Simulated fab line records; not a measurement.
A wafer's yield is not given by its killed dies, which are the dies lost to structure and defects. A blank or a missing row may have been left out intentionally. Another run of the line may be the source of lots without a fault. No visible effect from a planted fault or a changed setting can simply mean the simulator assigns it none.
fab line records    flow n5Finfet
record lots=6  wafers=18  lastDay=16
route steps=1938 shown BEOL_M2@919 BEOL_M3@931 BEOL_M4@1111 PASSIVATION@1936
lots that met no fault: taken from a fault-free run of the same line
startH: the number of hours between the record's first day and the start of the first shown wafer of the lot    waitH: hours elapsed since this lot's preceding step    " repeats the value in the row above    L1.1+2: a row that stands for several wafers    - no value present, or no start provided    * or withheld: withheld    < > ~ a bound
route shown NAME@n: NAME is a module with steps in the file, n the number in the route of the first one    usual: average and standard deviation across the fault-free wafers    same: alike in all rows    chamber/n: place in a boat    sites: readings site by site    _std_site: the standard deviation of these    _edge_site: inner sites' mean taken away from outer sites' mean    radiusMm: for every site, how far away it sits from the centre of the wafer    mask NAME#n: copy n    behind: the tool/chamber that last shaped the wafer    hold: why the lot went on hold/how many hours it stayed there/how the hold came to an end    device: which transistor (n, p or np) failed to switch    end of line: the tests these same wafers got at the end of their route    a step given without rows: its recipe and nothing more    killed: count of dies lost to structure and defects at first sort (not the wafer's yield)    map: a wafer's dies, x killed, . not, _ none there
set.NAME: the setting that was run; set.NAME@STEP: the one run at that earlier step    model.NAME: the simulator's own value behind a step, which no gauge read
certain route steps with their lots: each step a table, each wafer a row
services: when a tool's chamber went out of use (startH, in hours from the record's first day, below 0 if earlier), for how many hours, and the reason
## steps
# step N5_BEOL_M2_ANNEAL_95
# recipe tempC=400  timeS=240  ambient=vacuum
# step N5_BEOL_M2_SPUTTER_96
# recipe material=Cu  targetThkA=45  tempC=-20  chamberPressurePa=0.07  powerW=withheld  timeS=8.29
# usual chamberPressurePa=0.06999/0.00015  substrateTempC=-19.99/0.11  throttleValvePct=29.4/1.1
lot.wafer  tool           chamber  startH  waitH  chamberPressurePa  substrateTempC  throttleValvePct
L451.1     pvdSputter-01  -        145.78  0.1    0.07003            -20.03          27.8
L451.5     "              -        "       "      0.07016            -20.10          29.3
L451.6     "              -        "       "      0.07013            -20.05          27.8
L455.1     pvdSputter-01  -        161.30  0.1    0.06989            -19.90          30.6
L455.2     "              -        "       "      0.0702             -19.87          28.0
L455.4     "              -        "       "      0.06986            -20.01          29.0
L456.3     pvdSputter-03  -        178.74  0.1    0.07014            -20.04          28.4
L456.4     "              -        "       "      0.06991            -19.94          28.8
L456.5     "              -        "       "      0.06997            -19.96          28.9
L467.1     pvdSputter-01  -        244.92  0.1    0.06984            -20.09          27.5
L467.2     "              -        "       "      0.06994            -20.05          27.8
L467.5     "              -        "       "      0.07012            -20.18          30.7
L468.1     pvdSputter-03  -        251.58  0.1    0.06998            -20.03          30.6
L468.4     "              -        "       "      0.07007            -20.21          28.7
L468.5     "              -        "       "      0.07016            -19.92          28.6
L470.3     pvdSputter-02  -        257.73  0.1    0.0698             -20.10          31.4
L470.5     "              -        "       "      0.07001            -20.03          30.2
L470.6     "              -        "       "      0.06997            -20.02          29.2
# step N5_BEOL_M2_ECD_50
# recipe material=Cu  targetThkA=3000
# step N5_BEOL_M2_ANNEAL_51
# recipe tempC=225  timeS=90  ambient=N2
# usual wafer_temp_C_max=225.76/0.21
lot.wafer  tool          chamber  startH  waitH  wafer_temp_C_max
L451.1     rtpAnneal-02  0        145.98  0.1    225.49
L451.5     "             0        "       "      225.56
L451.6     "             0        "       "      225.69
L455.1     rtpAnneal-01  0        161.56  0.1    225.58
L455.2     "             0        "       "      225.56
L455.4     "             0        "       "      225.70
L456.3     rtpAnneal-02  0        179.75  0.9    225.54
L456.4     "             0        "       "      225.87
L456.5     "             0        "       "      225.63
L467.1     rtpAnneal-01  0        245.11  0.1    226.35
L467.2     "             0        "       "      225.84
L467.5     "             0        "       "      225.79
L468.1     rtpAnneal-01  0        251.78  0.1    225.63
L468.4     "             0        "       "      225.23
L468.5     "             0        "       "      225.42
L470.3     rtpAnneal-01  0        258.15  0.2    225.59
L470.5     "             0        "       "      225.87
L470.6     "             0        "       "      225.81
# step N5_BEOL_M2_CMP_52
# recipe stopOn=SiOC  tOverpolishS=6.8  downForcePsi=1  platenRpm=50  clearingPlatenDownForcePsi=1.5  clearingPlatenRpm=50  postCmpClean=cuAlkaline  targetThkNm=40  clearingPlatenPadVelocityMS=0.99484  padVelocityMS=0.99484
# usual barrierFieldEndpointS=24.6/0.64  motorCurrentA=5.9/0.52  overpolishRunS=6.799/0.0099  retainingRingPressureFrac=1.000/0.0047  timeToEndpointS=61.8/2.8
lot.wafer  tool    chamber  startH  waitH  barrierFieldEndpointS  motorCurrentA  overpolishRunS  retainingRingPressureFrac  timeToEndpointS
L451.1     cmp-04  0        146.35  0.3    24.9                   7.2            6.806           0.998                      59.9
L451.5     "       2        "       "      25.2                   5.9            6.815           0.998                      65.0
L451.6     "       3        "       "      24.2                   5.9            6.794           1.006                      56.2
L455.2     cmp-01  3        161.90  0.2    25.2                   6.3            6.795           1.003                      64.9
L455.1     "       0        "       "      24.2                   5.4            6.792           0.995                      61.4
L455.4     "       1        "       "      24.5                   6.1            6.784           1.003                      63.5
L456.3     cmp-04  1        179.96  0.2    24.6                   5.4            6.782           1.010                      60.8
L456.4     "       2        "       "      25.3                   5.8            6.806           1.000                      60.5
L456.5     "       1        "       "      24.7                   5.6            6.787           1.005                      61.3
L467.2     cmp-01  2        245.45  0.2    24.6                   6.5            6.803           1.001                      58.0
L467.1     "       3        "       "      24.7                   6.2            6.793           1.004                      62.5
L467.5     "       2        "       "      25.5                   6.5            6.792           1.000                      58.8
L468.4     cmp-01  1        252.07  0.1    24.6                   6.0            6.815           1.000                      59.7
L468.1     "       2        "       "      23.5                   6.5            6.805           0.996                      58.7
L468.5     "       2        "       "      23.8                   6.7            6.802           0.995                      59.1
L470.3     cmp-02  3        259.09  0.9    25.5                   5.5            6.822           0.999                      66.4
L470.5     "       2        "       "      25.3                   5.4            6.815           1.008                      64.4
L470.6     "       3        "       "      25.9                   5.2            6.812           1.001                      64.2
# step N5_BEOL_M2_THK_MEAS_53
# recipe thkMeasGauge=xrf  reads=Cu_of_BEOL_M2_ECD_50
# usual M2_THK=40.0/1.5
lot.wafer  tool          chamber  startH  waitH  M2_THK[nm]
L451.1     filmMetro-01  -        146.57  -      40.1
L451.5     "             -        "       "      39.4
L451.6     "             -        "       "      37.1
L455.1     filmMetro-01  -        162.16  -      41.8
L455.2     "             -        "       "      42.7
L455.4     "             -        "       "      41.5
L456.3     filmMetro-01  -        180.25  -      38.3
L456.4     "             -        "       "      41.0
L456.5     "             -        "       "      39.5
L467.1     filmMetro-02  -        245.70  -      39.6
L467.2     "             -        "       "      40.3
L467.5     "             -        "       "      41.1
L468.1     filmMetro-01  -        252.37  -      39.0
L468.4     "             -        "       "      37.9
L468.5     "             -        "       "      37.2
L470.3     filmMetro-01  -        259.34  -      39.2
L470.5     "             -        "       "      38.2
L470.6     "             -        "       "      40.7
# step N5_BEOL_M2_PRE_CLEAN_60
# recipe gas=NH3/H2  timeS=15  tempC=*  rfPowerW=300
# usual heaterPowerW=83/14  rfFwdPowerW=296.5/1.2
lot.wafer  tool      chamber  startH  waitH  heaterPowerW  rfFwdPowerW
L451.1     cvdCo-01  1        146.69  0.1    103           295.8
L451.5     "         2        "       "      69            298.4
L451.6     "         0        "       "      69            293.1
L455.1     cvdCo-01  1        162.19  0.0    103           297.2
L455.2     "         0        "       "      69            296.1
L455.4     "         2        "       "      69            296.6
L456.3     cvdCo-02  1        180.29  0.0    72            297.0
L456.4     "         0        "       "      82            298.8
L456.5     "         1        "       "      74            295.7
L467.1     cvdCo-02  2        245.74  0.0    101           296.3
L467.2     "         1        "       "      74            296.3
L467.5     "         2        "       "      97            295.5
L468.1     cvdCo-02  0        252.45  0.1    80            298.0
L468.4     "         1        "       "      73            297.2
L468.5     "         2        "       "      99            297.2
L470.3     cvdCo-01  1        259.47  0.1    102           294.6
L470.5     "         1        "       "      105           296.5
L470.6     "         0        "       "      69            293.9
# step N5_BEOL_M2_CO_CAP_55
# recipe material=Co  targetThkA=20  tempC=200  precursor=CCTBA/H2  pressureTorr=30  timeS=102.1
# usual heaterPowerW=233/18
lot.wafer  tool      chamber  startH  waitH  heaterPowerW
L451.1     cvdCo-01  1        146.73  0.0    262
L451.5     "         2        "       "      212
L451.6     "         0        "       "      216
L455.1     cvdCo-01  1        162.23  0.0    254
L455.2     "         0        "       "      217
L455.4     "         2        "       "      210
L456.3     cvdCo-02  1        180.33  0.0    223
L456.4     "         0        "       "      234
L456.5     "         1        "       "      217
L467.1     cvdCo-02  2        245.78  0.0    259
L467.2     "         1        "       "      227
L467.5     "         2        "       "      252
L468.1     cvdCo-02  0        252.49  0.0    233
L468.4     "         1        "       "      227
L468.5     "         2        "       "      251
L470.3     cvdCo-01  1        259.51  0.0    259
L470.5     "         1        "       "      261
L470.6     "         0        "       "      220
# step N5_BEOL_M2_PRE_CLEAN_56
# recipe gas=NH3  timeS=15  tempC=withheld  rfPowerW=300
# step N5_BEOL_M2_DEP_57
# recipe material=SiCN  targetThkA=80  tempC=withheld  precursor=3MS/NH3  pressureTorr=3  rfW=202  timeS=14
# step N5_BEOL_M2_RS_MEAS_58
# recipe thkMeasGauge=four-point-probe  reads=Co_of_BEOL_M2_CO_CAP_55+Cu_of_BEOL_M2_ECD_50+Co_of_BEOL_M2_CVD_47+TaN_of_BEOL_M2_ALD_84
# usual M2_RS=0.68/0.032
lot.wafer  tool          chamber  startH  waitH  M2_RS[ohm/sq]
L451.1     filmMetro-02  -        146.91  0.0    0.68
L451.5     "             -        "       "      0.69
L451.6     "             -        "       "      0.75
L455.1     filmMetro-01  -        162.42  0.0    0.65
L455.2     "             -        "       "      0.64
L455.4     "             -        "       "      0.66
L456.3     filmMetro-01  -        180.51  0.1    0.72
L456.4     "             -        "       "      0.66
L456.5     "             -        "       "      0.69
L467.1     filmMetro-02  -        245.96  0.0    0.70
L467.2     "             -        "       "      0.68
L467.5     "             -        "       "      0.66
L468.1     filmMetro-01  -        252.67  0.0    0.71
L468.4     "             -        "       "      0.73
L468.5     "             -        "       "      0.75
L470.3     filmMetro-02  -        259.69  0.1    0.70
L470.5     "             -        "       "      0.72
L470.6     "             -        "       "      0.66
# step N5_BEOL_M2_INSPECT_59
# recipe inspectInstrument=darkfield  mode=postDep
# usual rawDefectCount=75/26
lot.wafer  tool              chamber  startH  waitH  rawDefectCount
L451.1     defectInspect-02  -        146.93  0.0    73
L451.5     "                 -        "       "      90
L451.6     "                 -        "       "      133
L455.1     defectInspect-01  -        162.44  0.0    97
L455.2     "                 -        "       "      51
L455.4     "                 -        "       "      65
L456.3     defectInspect-01  -        180.54  0.0    106
L456.4     "                 -        "       "      61
L456.5     "                 -        "       "      63
L467.1     defectInspect-02  -        245.99  0.0    65
L467.2     "                 -        "       "      84
L467.5     "                 -        "       "      65
L468.1     defectInspect-02  -        252.70  0.0    129
L468.4     "                 -        "       "      100
L468.5     "                 -        "       "      82
L470.3     defectInspect-01  -        259.72  0.0    85
L470.5     "                 -        "       "      69
L470.6     "                 -        "       "      41
# step N5_BEOL_M3_ILD_DEP_00
# recipe material=SiOC  targetThkA=790  tempC=350  precursor=DEMS/O2  pressureTorr=5  rfW=500  timeS=15.3
# usual heaterPowerW=509/110  rfFwdPowerW=492.3/2.2  showerheadPlenumPTorr=5.698/0.014  showerheadVppV=1409/87  susceptorTempC=349.97/0.2  throttleValvePct=12.0/0.45
lot.wafer  tool      chamber  startH  waitH  heaterPowerW  rfFwdPowerW  showerheadPlenumPTorr  showerheadVppV  susceptorTempC  throttleValvePct
L451.1     pecvd-02  2        146.97  0.0    521           492.3        5.718                  1311            349.92          12.1
L451.5     "         2        "       "      506           492.8        5.717                  1303            350.13          11.9
L451.6     "         1        "       "      744           492.9        5.700                  1303            349.72          11.2
L455.1     pecvd-02  1        162.48  0.0    765           494.3        5.699                  1299            355.28          11.0
L455.2     "         0        "       "      592           493.7        5.688                  1516            349.74          12.5
L455.4     "         0        "       "      568           493.6        5.704                  1543            349.77          12.5
L456.3     pecvd-02  2        180.58  0.0    504           490.8        5.710                  1308            349.93          12.1
L456.4     "         0        "       "      629           491.3        5.692                  1518            349.71          12.5
L456.5     "         1        "       "      692           492.7        5.700                  1334            355.39          11.6
L467.1     pecvd-01  2        246.03  0.0    416           491.4        5.669                  1391            349.87          11.5
L467.2     "         1        "       "      502           496.9        5.688                  1547            349.95          12.5
L467.5     "         1        "       "      489           495.7        5.682                  1558            349.78          12.5
L468.1     pecvd-03  2        252.74  0.0    351           492.2        5.691                  1361            350.30          11.3
L468.4     "         2        "       "      361           490.7        5.690                  1334            350.15          11.6
L468.5     "         1        "       "      509           498.5        5.687                  1384            350.17          12.2
L470.3     pecvd-01  2        259.75  0.0    426           489.0        5.696                  1377            350.35          11.5
L470.5     "         1        "       "      567           491.2        5.688                  1547            349.93          12.6
L470.6     "         2        "       "      436           488.1        5.684                  1409            349.95          11.9
# step N5_BEOL_M3_THK_MEAS_01
# recipe reads=SiOC_of_BEOL_M3_ILD_DEP_00
# usual M3_ILD_THK=78.9/0.97
lot.wafer  tool          chamber  startH  waitH  M3_ILD_THK[nm]
L451.1     filmMetro-01  -        147.04  0.0    77.4
L451.5     "             -        "       "      79.6
L451.6     "             -        "       "      79.3
L455.1     filmMetro-01  -        162.55  0.0    76.6
L455.2     "             -        "       "      77.8
L455.4     "             -        "       "      79.2
L456.3     filmMetro-01  -        180.64  0.1    78.4
L456.4     "             -        "       "      78.8
L456.5     "             -        "       "      76.9
L467.1     filmMetro-01  -        246.09  0.0    80.1
L467.2     "             -        "       "      78.5
L467.5     "             -        "       "      79.9
L468.1     filmMetro-02  -        252.80  0.0    79.3
L468.4     "             -        "       "      80.0
L468.5     "             -        "       "      80.2
L470.3     filmMetro-01  -        259.82  0.1    78.8
L470.5     "             -        "       "      78.2
L470.6     "             -        "       "      80.1
# step N5_BEOL_M4_RC_MEAS_101
# usual DIBL_N=35.8/1.8  DIBL_P=35.9/2.2  IOFF_N=0.16/0.035  IOFF_P=0.21/0.04  ION_N=672/11  ION_P=461/7.4  SS_N=71.4/0.64  SS_P=73.2/0.67  VT_N=250/3.5  VT_P=-251/3.4
lot.wafer  tool       chamber  startH  waitH  DIBL_N[mV/V]  DIBL_P[mV/V]  IOFF_N[nA/um]  IOFF_P[nA/um]  ION_N[uA/um]  ION_P[uA/um]  SS_N[mV/dec]  SS_P[mV/dec]  VT_N[mV]  VT_P[mV]
L451.1     prober-02  0        163.50  0.0    37.3          37.3          0.19           0.20           682           456           72.2          73.5          249       -251
L451.5     "          0        "       "      38.2          38.1          0.22           0.22           680           455           72.3          73.1          244       -251
L451.6     "          0        "       "      36.5          36.5          0.16           0.19           674           456           72.4          73.5          248       -254
L455.1     prober-02  0        188.33  0.0    34.7          35.5          0.14           0.21           660           466           71.8          73.4          251       -248
L455.2     "          0        "       "      35.2          37.2          0.17           0.23           679           472           71.8          73.9          250       -249
L455.4     "          0        "       "      32.8          33.4          0.12           0.17           668           463           70.9          72.6          253       -252
L456.3     prober-01  0        200.82  0.3    33.9          34.2          0.12           0.18           660           460           71.9          73.0          252       -252
L456.4     "          0        "       "      36.0          35.9          0.15           0.20           662           455           72.1          73.7          253       -251
L456.5     "          0        "       "      33.7          33.1          0.12           0.16           644           446           71.0          72.1          255       -252
L467.1     prober-02  0        265.49  0.0    36.0          37.0          0.15           0.20           672           468           71.1          73.3          251       -253
L467.2     "          0        "       "      35.8          36.7          0.14           0.20           675           468           70.6          74.0          250       -252
L467.5     "          0        "       "      35.9          37.0          0.14           0.20           674           468           71.6          72.6          252       -250
L468.1     prober-01  0        273.36  0.0    35.3          34.5          0.14           0.15           674           447           70.9          72.8          252       -259
L468.4     "          0        "       "      35.0          34.2          0.13           0.15           663           447           70.7          72.6          256       -260
L468.5     "          0        "       "      33.5          32.8          0.11           0.13           656           444           70.4          73.1          256       -258
L470.3     prober-01  0        285.21  0.3    39.3          38.7          0.25           0.29           697           464           72.4          73.8          243       -244
L470.5     "          0        "       "      35.6          35.2          0.15           0.20           659           456           71.4          72.9          252       -248
L470.6     "          0        "       "      35.6          35.3          0.15           0.21           674           461           71.3          73.5          248       -249
# step N5_PASSIVATION_PROBE_49
# usual defectLimitedYield=91.0/1.5  killed_at_M0_to_M3=34/9.1  killed_at_M4_up=14/5.7  killedAtContacts=13/5.7  killedAtFrontEnd=42/12  killedAtOther=4/3.4  killedDies=106/17  killedOpen=70/13  killedShort=34/7.5  sort_bin_5_function=5.2/0.94  sort_bin_6_memory=3.4/0.69  sortNPass=1074/17  sortYieldPct=91.0/1.5
# same grossDies=1180  killedAtBackSide=0  sort_bin_4_leakage[%]=0  sort_bin_8_speed[%]=0
lot.wafer  tool       chamber  startH  waitH  defectLimitedYield[%]  killed_at_M0_to_M3  killed_at_M4_up  killedAtContacts  killedAtFrontEnd  killedAtOther  killedDies  killedOpen  killedShort  sort_bin_5_function[%]  sort_bin_6_memory[%]  sortNPass  sortYieldPct[%]
L451.1     prober-01  -        270.85  0.0    92.8                   35                  13               8                 27                2              85          54          28           4.2                     2.8                   1095       92.8
L451.5     prober-01  -        271.05  0.2    92.0                   22                  23               14                33                2              94          59          30           4.2                     3.3                   1086       92.0
L451.6     prober-01  -        271.10  0.3    93.4                   32                  8                10                27                1              78          52          21           3.4                     3.1                   1102       93.4
L455.1     prober-02  -        294.96  0.0    90.6                   39                  12               8                 50                2              111         60          51           5.3                     3.6                   1069       90.6
L455.2     prober-02  -        295.01  0.1    91.2                   41                  11               5                 45                2              104         67          37           4.9                     3.5                   1076       91.2
L455.4     prober-02  -        295.11  0.2    89.6                   38                  19               16                45                5              123         75          48           6.9                     3.3                   1057       89.6
L456.3     prober-01  -        299.60  0.1    89.7                   36                  9                20                47                10             122         84          34           6.3                     3.6                   1058       89.7
L456.4     prober-01  -        299.65  0.2    89.6                   43                  16               16                44                4              123         84          38           5.8                     4.2                   1057       89.6
L456.5     prober-01  -        299.70  0.2    91.5                   32                  10               14                40                4              100         59          33           5.0                     2.6                   1080       91.5
L467.1     prober-01  -        358.49  0.0    90.1                   39                  8                15                48                7              117         78          38           6.4                     3.1                   1063       90.1
L467.2     prober-01  -        358.54  0.1    90.3                   39                  21               6                 43                6              115         69          45           6.7                     2.8                   1065       90.3
L467.5     prober-01  -        358.69  0.2    90.2                   33                  23               20                35                5              116         77          39           6.2                     3.5                   1064       90.2
L468.1     prober-01  -        368.38  0.0    90.1                   29                  5                18                62                3              117         72          44           5.7                     4.0                   1063       90.1
L468.4     prober-01  -        368.53  0.2    89.0                   43                  17               16                52                2              130         78          44           6.4                     3.5                   1050       89.0
L468.5     prober-01  -        368.58  0.2    92.4                   27                  13               9                 36                5              90          56          33           4.5                     2.6                   1090       92.4
L470.3     prober-01  -        391.80  0.1    86.5                   44                  31               5                 73                6              159         105         49           7.3                     5.5                   1021       86.5
L470.5     prober-01  -        391.90  0.2    92.7                   19                  14               9                 37                7              86          61          24           3.9                     3.1                   1094       92.7
L470.6     prober-01  -        391.95  0.3    89.7                   17                  18               4                 78                4              121         78          36           5.3                     4.2                   1059       89.7
# killed by level:class
L451.1 BEOL_M0_SAQP:geometricParticle:short=8 BEOL_M1:geometricParticle:open=8 STI_FIN_REVEAL:geometricParticle:open=7 DUMMY_GATE:geometricParticle:short=7 MOL_CONTACT_COAG:geometricParticle:open=7 BEOL_M4:geometricParticle:open=7 BEOL_M2:geometricParticle:open=7 BEOL_M3:geometricParticle:open=4
L451.5 MOL_CONTACT_COAG:geometricParticle:open=10 BEOL_M4:geometricParticle:open=9 BEOL_M0_SAQP:geometricParticle:open=8 STI_FIN_REVEAL:geometricParticle:open=7 BEOL_M0_SAQP:geometricParticle:short=5 FIN_SAQP:geometricParticle:short=4 MOL_CONTACT_COAG:geometricParticle:short=4 STARTING-WAFER:geometricParticle:short=4
L451.6 BEOL_M2:geometricParticle:open=9 MOL_CONTACT_COAG:geometricParticle:open=8 DUMMY_GATE:geometricParticle:open=7 FIN_SAQP:geometricParticle:open=6 BEOL_M0_SAQP:geometricParticle:short=6 BEOL_M0_SAQP:geometricParticle:open=6 BEOL_M1:geometricParticle:open=6 DUMMY_GATE:geometricParticle:short=4
L455.1 BEOL_M0_SAQP:geometricParticle:short=13 FIN_SAQP:geometricParticle:short=11 BEOL_M0_SAQP:geometricParticle:open=10 BEOL_M4:geometricParticle:open=9 GATE_CUT:geometricParticle:short=8 FIN_SAQP:geometricParticle:open=6 GATE_CUT:geometricParticle:open=6 MOL_CONTACT_COAG:geometricParticle:open=6
L455.2 FIN_SAQP:geometricParticle:open=9 BEOL_M0_SAQP:geometricParticle:open=9 BEOL_M1:geometricParticle:open=9 FIN_SAQP:geometricParticle:short=8 BEOL_M3:geometricParticle:open=7 BEOL_M0_SAQP:geometricParticle:short=7 MOL_CONTACT_COAG:geometricParticle:open=5 BEOL_M4:geometricParticle:open=5
L455.4 BEOL_M0_SAQP:geometricParticle:open=13 MOL_CONTACT_COAG:geometricParticle:open=13 BEOL_M0_SAQP:geometricParticle:short=11 FIN_SAQP:geometricParticle:short=9 BEOL_M5:geometricParticle:open=8 FIN_SAQP:geometricParticle:open=7 GATE_CUT:geometricParticle:open=7 SPACER0:geometricParticle:open=5
L456.3 MOL_CONTACT_COAG:geometricParticle:open=15 STI_FIN_REVEAL:geometricParticle:open=12 BEOL_M1:geometricParticle:open=8 BEOL_M3:geometricParticle:open=8 FIN_SAQP:geometricParticle:short=7 FIN_SAQP:geometricParticle:open=5 MOL_CONTACT_COAG:geometricParticle:short=5 BEOL_M0:geometricParticle:open=5
L456.4 MOL_CONTACT_COAG:geometricParticle:open=15 FIN_SAQP:geometricParticle:short=12 BEOL_M1:geometricParticle:open=11 BEOL_M3:geometricParticle:open=10 FIN_SAQP:geometricParticle:open=9 BEOL_M0_SAQP:geometricParticle:open=8 DUMMY_GATE:geometricParticle:open=5 BEOL_M0_SAQP:geometricParticle:short=5
L456.5 MOL_CONTACT_COAG:geometricParticle:open=11 BEOL_M0_SAQP:geometricParticle:short=8 HKMG_FIN:areaEtch=7 FIN_SAQP:geometricParticle:open=6 STI_FIN_REVEAL:geometricParticle:open=6 BEOL_M0_SAQP:geometricParticle:open=6 FIN_SAQP:geometricParticle:short=5 GATE_CUT:geometricParticle:open=5
L467.1 STI_FIN_REVEAL:geometricParticle:open=24 MOL_CONTACT_COAG:geometricParticle:open=13 BEOL_M3:geometricParticle:open=9 FIN_SAQP:geometricParticle:short=7 BEOL_M1:geometricParticle:open=7 BEOL_M3:geometricParticle:short=7 BEOL_M0_SAQP:geometricParticle:open=5 BEOL_M0_SAQP:geometricParticle:short=5
L467.2 FIN_SAQP:geometricParticle:short=13 BEOL_M3:geometricParticle:open=10 BEOL_M3:geometricParticle:short=9 BEOL_M4:geometricParticle:open=9 STI_FIN_REVEAL:geometricParticle:open=8 BEOL_M7:geometricParticle:open=7 MOL_CONTACT_COAG:geometricParticle:open=6 BEOL_M0_SAQP:geometricParticle:short=6
L467.5 MOL_CONTACT_COAG:geometricParticle:open=16 FIN_SAQP:geometricParticle:open=9 FIN_SAQP:geometricParticle:short=9 BEOL_M3:geometricParticle:open=9 BEOL_M1:geometricParticle:open=8 BEOL_M4:geometricParticle:open=7 BEOL_M7:geometricParticle:open=6 BEOL_M0_SAQP:geometricParticle:open=5
L468.1 STI_FIN_REVEAL:geometricParticle:open=14 MOL_CONTACT_COAG:geometricParticle:open=12 FIN_SAQP:geometricParticle:short=7 BEOL_M0_SAQP:geometricParticle:short=7 GATE_CUT:geometricParticle:short=6 MOL_CONTACT_COAG:geometricParticle:short=6 BEOL_M0_SAQP:geometricParticle:open=5 BEOL_M3:geometricParticle:open=5
L468.4 MOL_CONTACT_COAG:geometricParticle:open=13 BEOL_M3:geometricParticle:open=11 BEOL_M0_SAQP:geometricParticle:open=10 FIN_SAQP:geometricParticle:short=9 STI_FIN_REVEAL:geometricParticle:open=7 GATE_CUT:geometricParticle:short=6 BEOL_M0_SAQP:geometricParticle:short=6 HKMG_FIN:areaEtch=6
L468.5 FIN_SAQP:geometricParticle:open=8 BEOL_M0_SAQP:geometricParticle:short=8 GATE_CUT:geometricParticle:short=7 MOL_CONTACT_COAG:geometricParticle:open=6 BEOL_M0_SAQP:geometricParticle:open=5 STI_FIN_REVEAL:geometricParticle:open=4 BEOL_M5:geometricParticle:open=4 DUMMY_GATE:geometricParticle:open=3
L470.3 FIN_SAQP:geometricParticle:open=19 BEOL_M4:geometricParticle:open=16 FIN_SAQP:geometricParticle:short=14 DUMMY_GATE:geometricParticle:open=11 BEOL_M0_SAQP:geometricParticle:open=11 BEOL_M0:geometricParticle:open=9 BEOL_M0:geometricParticle:short=8 BEOL_M5:geometricParticle:open=7
L470.5 STI_FIN_REVEAL:geometricParticle:open=9 BEOL_M4:geometricParticle:open=9 FIN_SAQP:geometricParticle:open=8 MOL_CONTACT_COAG:geometricParticle:open=7 DUMMY_GATE:geometricParticle:open=6 DUMMY_GATE:geometricParticle:short=3 BEOL_M1:geometricParticle:open=3 BEOL_M2:geometricParticle:open=3
L470.6 FIN_SAQP:geometricParticle:open=24 FIN_SAQP:geometricParticle:short=12 DUMMY_GATE:geometricParticle:open=12 STI_FIN_REVEAL:geometricParticle:open=9 BEOL_M0_SAQP:geometricParticle:short=7 BEOL_M4:geometricParticle:open=6 BEOL_M5:geometricParticle:open=6 HKMG_FIN:areaEtch=5
## services
tool          chamber  startH  hours  kind
cmp-04        -        122.84  4.0    pm
cmp-04        -        126.84  -      consumableReplace:conditioner
cmp-04        -        126.84  -      consumableReplace:pad
pecvd-02      2        151.94  5.0    scheduledDown
cmp-04        -        155.45  0.7    repair
rtpAnneal-01  -        165.19  53.8   pm
pecvd-02      -        172.67  1.9    repair
cmp-01        -        173.70  4.0    pm
cmp-01        -        177.70  -      consumableReplace:conditioner
cmp-01        -        177.70  -      consumableReplace:pad
cmp-04        -        181.53  0.9    repair
cmp-02        -        185.54  19.4   pm
pecvd-02      0        186.88  2.1    scheduledDown
cmp-01        -        190.44  1.3    repair
cmp-04        -        197.17  5.3    pm
pecvd-03      2        207.63  5.5    scheduledDown
cvdCo-01      -        215.00  1.1    repair
pecvd-02      -        217.46  14.6   pm
cmp-04        -        219.11  0.3    repair
cmp-02        -        235.24  0.5    repair
cmp-04        -        241.20  14.3   repair
cmp-01        -        255.04  5.6    pm
cmp-04        -        255.52  7.6    pm
## key
firstSign step=N5_BEOL_M3_ILD_DEP_00  reading=susceptorTempC  direction=up  sigmas=27  usual=*  struck=*
effect none on later readings
metAt N5_BEOL_M3_ILD_DEP_00
struckWafers L455.1,L456.5
onsetBetween 146.97 162.48
fault kind=processParameterDrift  tool=pecvd-02  chamber=1  onsetH=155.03  steps=N5_BEOL_M3_ILD_DEP_00  channel=tempC  offset=*  shape=step  endH=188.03  actsIn=*  stated=*
